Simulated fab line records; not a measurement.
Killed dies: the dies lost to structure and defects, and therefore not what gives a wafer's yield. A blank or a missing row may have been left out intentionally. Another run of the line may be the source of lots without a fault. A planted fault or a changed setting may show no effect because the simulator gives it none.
Chamber matching / flow n5 finfet / N5_BEOL_M1_ETCHBACK_99 on rie diel-03: 4 sister chambers
The step etches SiO2 in CHF3, target depth 5 nm, time 10.4 s. 16 wafers are shown with their chamber, then 8 later ones without.

== WAFERS WITH THEIR CHAMBER ==
wafer=L074.2; chamber=0; drypump motor current A (A)=5.4; showerhead plenum p Torr (Torr)=2.23; rf vpp V (V)=244
wafer=L074.4; chamber=2; drypump motor current A (A)=5.9; showerhead plenum p Torr (Torr)=2.08; rf vpp V (V)=236
wafer=L074.5; chamber=2; drypump motor current A (A)=5.8; showerhead plenum p Torr (Torr)=2.08; rf vpp V (V)=236
wafer=L075.1; chamber=3; drypump motor current A (A)=5.2; showerhead plenum p Torr (Torr)=2.07; rf vpp V (V)=231
wafer=L075.4; chamber=2; drypump motor current A (A)=5.9; showerhead plenum p Torr (Torr)=2.08; rf vpp V (V)=236
wafer=L075.6; chamber=1; drypump motor current A (A)=5.1; showerhead plenum p Torr (Torr)=2.13; rf vpp V (V)=237
wafer=L078.1; chamber=1; drypump motor current A (A)=5.1; showerhead plenum p Torr (Torr)=2.13; rf vpp V (V)=236
wafer=L078.3; chamber=2; drypump motor current A (A)=5.9; showerhead plenum p Torr (Torr)=2.08; rf vpp V (V)=235
wafer=L078.6; chamber=3; drypump motor current A (A)=5.2; showerhead plenum p Torr (Torr)=2.07; rf vpp V (V)=230
wafer=L079.1; chamber=0; drypump motor current A (A)=5.4; showerhead plenum p Torr (Torr)=2.22; rf vpp V (V)=244
wafer=L079.2; chamber=3; drypump motor current A (A)=5.2; showerhead plenum p Torr (Torr)=2.07; rf vpp V (V)=232
wafer=L079.3; chamber=1; drypump motor current A (A)=5.1; showerhead plenum p Torr (Torr)=2.13; rf vpp V (V)=238
wafer=L081.1; chamber=1; drypump motor current A (A)=5.1; showerhead plenum p Torr (Torr)=2.12; rf vpp V (V)=238
wafer=L081.5; chamber=1; drypump motor current A (A)=5.1; showerhead plenum p Torr (Torr)=2.12; rf vpp V (V)=237
wafer=L081.6; chamber=3; drypump motor current A (A)=5.2; showerhead plenum p Torr (Torr)=2.07; rf vpp V (V)=230
wafer=L089.1; chamber=2; drypump motor current A (A)=5.9; showerhead plenum p Torr (Torr)=2.07; rf vpp V (V)=234

SIGNATURES (averages over the wafers above)
reading=drypump motor current A; chamber 0=5.400; chamber 1=5.100; chamber 2=5.880; chamber 3=5.200; scatter within a chamber=0.0258
reading=showerhead plenum p Torr; chamber 0=2.2250; chamber 1=2.1260; chamber 2=2.0780; chamber 3=2.0700; scatter within a chamber=0.00456
reading=rf vpp V; chamber 0=244.00; chamber 1=237.20; chamber 2=235.40; chamber 3=230.75; scatter within a chamber=0.854
Rule: for a wafer and a chamber, the distance is found by dividing, reading by reading, the gap between the wafer's reading and the chamber's mean by the reading's scatter, squaring, summing and taking the root. If the next closest chamber is less than 2 further off than the closest, the wafer can't be placed; otherwise it belongs to the closest. The scatter: take each reading less its chamber's mean, square it, sum over the shown wafers, divide by the number of wafers less the number of chambers, and take the root.

== WAFERS WITHOUT THEIR CHAMBER ==
wafer=L089.4; drypump motor current A (A)=5.1; showerhead plenum p Torr (Torr)=2.12; rf vpp V (V)=237
wafer=L089.6; drypump motor current A (A)=5.4; showerhead plenum p Torr (Torr)=2.21; rf vpp V (V)=244
wafer=L090.1; drypump motor current A (A)=5.2; showerhead plenum p Torr (Torr)=2.06; rf vpp V (V)=230
wafer=L090.2; drypump motor current A (A)=5.9; showerhead plenum p Torr (Torr)=2.07; rf vpp V (V)=235
wafer=L090.3; drypump motor current A (A)=5.4; showerhead plenum p Torr (Torr)=2.21; rf vpp V (V)=244
wafer=L095.1; drypump motor current A (A)=5.4; showerhead plenum p Torr (Torr)=2.21; rf vpp V (V)=243
wafer=L095.2; drypump motor current A (A)=5.8; showerhead plenum p Torr (Torr)=2.07; rf vpp V (V)=236
wafer=L095.5; drypump motor current A (A)=5.4; showerhead plenum p Torr (Torr)=2.21; rf vpp V (V)=243

== THE CHAMBER EACH PASSED THROUGH ==
wafer=L089.4; from the rows above=1; in truth=1
wafer=L089.6; from the rows above=0; in truth=0
wafer=L090.1; from the rows above=3; in truth=3
wafer=L090.2; from the rows above=2; in truth=2
wafer=L090.3; from the rows above=0; in truth=0
wafer=L095.1; from the rows above=0; in truth=0
wafer=L095.2; from the rows above=2; in truth=2
wafer=L095.5; from the rows above=0; in truth=0
8 of 8 placed correctly. Not placeable from these rows: 0. 0 placed wrongly.
